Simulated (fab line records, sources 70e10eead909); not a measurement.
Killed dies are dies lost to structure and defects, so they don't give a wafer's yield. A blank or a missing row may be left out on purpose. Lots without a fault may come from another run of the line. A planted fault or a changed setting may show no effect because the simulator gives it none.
Problem report in the 8D (eight disciplines) form, filled by code | flow nand_harc | the parts of the form that need people (team, actions taken, sign-off) are left out

1. THE PROBLEM
tube_center_temp_C at NHARC_A_DECK1_JOINT_CVD_12 reads a mean of 634 C on 3 wafers of 1 lot; wafers without a fault read 620 C with a standard deviation of 0.056. That is +99 or more standard deviations from the usual mean.
The step: deposits poly-Si, target thk 90 nm, time 1800 s.
First seen on wafer L744.1, day 11 21:16, on lpcvd_poly-03. The record holds 39 wafers of 13 lots with a number at this step. Rule for "out", or "out of limits": more than 4 standard deviations from the usual mean. The other wafers with a number count as sound.

2. WHAT IT IS AND WHAT IT IS NOT
question                    | is                                                                                                           | is not
which readings at this step | tube_center_temp_C, spike_tc_bottom_C, spike_tc_centre_C, spike_tc_lower_C, spike_tc_top_C, spike_tc_upper_C | zone_power_upper_pct
which lots                  | L744                                                                                                         | L745, L755, L756, L758, L759, L760, L761, L762, L763, L764, L765, L766
which wafers of those lots  | all that have a number                                                                                       | -
read on which tools         | lpcvd_poly-03                                                                                                | lpcvd_poly-01, lpcvd_poly-02
when                        | from day 11 21:16                                                                                            | up to then (0 sound wafers); but 36 sound wafers of L745, L755, L756, L758, L759, L760, L761, L762, L763, L764, L765, L766 came after

3. SUSPECTS, AND WHAT RULES EACH OUT
Counting: a tool at a process step up to the reading stays a suspect if it ran every lot that is out and no sound lot after the first of them.
- lpcvd_poly-03 at NHARC_A_DECK1_JOINT_CVD_12 (deposits poly-Si, target thk 90 nm, time 1800 s): ruled out as a lasting fault. Sound lots L759, L760, L761 ran on it after its first lot that is out, L744 (day 11 21:16).
Left after counting: nothing in the record.

4. THE CAUSE (what the simulator had put in)
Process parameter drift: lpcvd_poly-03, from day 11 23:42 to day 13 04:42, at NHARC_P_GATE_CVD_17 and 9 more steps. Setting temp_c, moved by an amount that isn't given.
Counting ruled it out, wrongly.

5. THE CHAIN OF EFFECTS, in route order
Each row: a reading whose mean over the struck wafers that have a number lies more than 3 standard deviations from the usual. Only readings for which the record gives a usual standard deviation are gone through. hours: the time from each lot's start at the first step in this table that gives one to its start at this step, as a median over the lots. sigmas: the change in usual standard deviations.
hours | step                       | reading            | usual   | on struck wafers | change | sigmas
0     | NHARC_A_DECK1_JOINT_CVD_12 | spike_tc_bottom_C  | 639.6 C | 651.5            | +11.9  | +5.9
0     | NHARC_A_DECK1_JOINT_CVD_12 | spike_tc_centre_C  | 620.5 C | 635.0            | +14.5  | +12
0     | NHARC_A_DECK1_JOINT_CVD_12 | spike_tc_lower_C   | 620.8 C | 633.7            | +12.9  | +9.9
0     | NHARC_A_DECK1_JOINT_CVD_12 | spike_tc_top_C     | 640.6 C | 655.4            | +14.8  | +11
0     | NHARC_A_DECK1_JOINT_CVD_12 | spike_tc_upper_C   | 619.5 C | 633.7            | +14.2  | +9.5
0     | NHARC_A_DECK1_JOINT_CVD_12 | tube_center_temp_C | 620 C   | 634              | +14    | +99 or more
The process steps in it:
- NHARC_A_DECK1_JOINT_CVD_12: deposits poly-Si, target thk 90 nm, time 1800 s.

6. WHAT WOULD HAVE CAUGHT IT SOONER
In this record the first reading out of limits was taken at day 11 21:16.
